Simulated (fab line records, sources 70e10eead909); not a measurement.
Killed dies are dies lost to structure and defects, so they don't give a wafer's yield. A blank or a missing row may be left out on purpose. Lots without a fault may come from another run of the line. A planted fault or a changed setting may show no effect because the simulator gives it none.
Chamber matching | flow nand_harc | NHARC_A_STAIRCASE_CMP_450 on cmp-01: 4 sister chambers
The step polishes SiO2, target thk 200 nm. 14 wafers are shown with their chamber, then 7 later ones without.

WAFERS WITH THEIR CHAMBER
wafer  | chamber | motor_current_A (A) | edge_zone_pressure_frac | slurry_filter_dp_kPa (kPa)
L419.2 | 0       | 13.5                | 1.005                   | 13.60
L419.4 | 1       | 12.9                | 0.996                   | 13.68
L419.6 | 2       | 10.9                | 1.001                   | 13.51
L422.1 | 1       | 12.2                | 0.989                   | 13.39
L422.2 | 2       | 11.9                | 1.003                   | 13.60
L422.4 | 3       | 10.4                | 1.003                   | 13.46
L426.1 | 1       | 12.0                | 0.997                   | 13.20
L426.3 | 2       | 11.6                | 0.999                   | 13.42
L426.5 | 0       | 13.8                | 1.004                   | 13.44
L434.3 | 3       | 10.5                | 0.995                   | 13.32
L434.4 | 1       | 12.1                | 1.003                   | 13.39
L434.6 | 3       | 10.5                | 0.999                   | 13.32
L436.1 | 2       | 11.5                | 0.996                   | 13.54
L436.3 | 3       | 10.0                | 0.989                   | 13.60

SIGNATURES (means of the wafers above)
reading                 | chamber 0 | chamber 1 | chamber 2 | chamber 3 | scatter within a chamber
motor_current_A         | 13.650    | 12.300    | 11.475    | 10.350    | 0.352
edge_zone_pressure_frac | 1.00450   | 0.99625   | 0.99975   | 0.99650   | 0.00483
slurry_filter_dp_kPa    | 13.5200   | 13.4150   | 13.5175   | 13.4250   | 0.142
Rule: a wafer's distance from a chamber is the root of the sum, over the readings, of the square of ((its reading less the chamber's mean) divided by the reading's scatter). The wafer belongs to the nearest chamber; if the next one is less than 2 further off, it can't be placed. The scatter: the root of (the sum of the squares of (reading less its chamber's mean) over the shown wafers, divided by (wafers less chambers)).

WAFERS WITHOUT THEIR CHAMBER
wafer  | motor_current_A (A) | edge_zone_pressure_frac | slurry_filter_dp_kPa (kPa)
L436.4 | 12.4                | 0.999                   | 13.52
L438.1 | 11.8                | 1.006                   | 13.74
L438.3 | 12.1                | 0.998                   | 13.52
L438.6 | 12.3                | 1.005                   | 13.44
L437.3 | 11.6                | 0.994                   | 13.50
L437.4 | 9.9                 | 1.004                   | 13.36
L437.6 | 12.3                | 1.001                   | 13.56

WHICH CHAMBER EACH WENT THROUGH
wafer  | from the rows above     | in truth
L436.4 | can't be placed: 1 or 2 | 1
L438.1 | can't be placed: 2 or 1 | 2
L438.3 | can't be placed: 1 or 2 | 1
L438.6 | can't be placed: 1 or 2 | 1
L437.3 | can't be placed: 2 or 1 | 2
L437.4 | 3                       | 3
L437.6 | can't be placed: 1 or 2 | 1
Placed correctly: 1 of 7. Can't be placed from these rows: 6 (the true chamber is among the candidates in 6). Placed wrongly: 0.
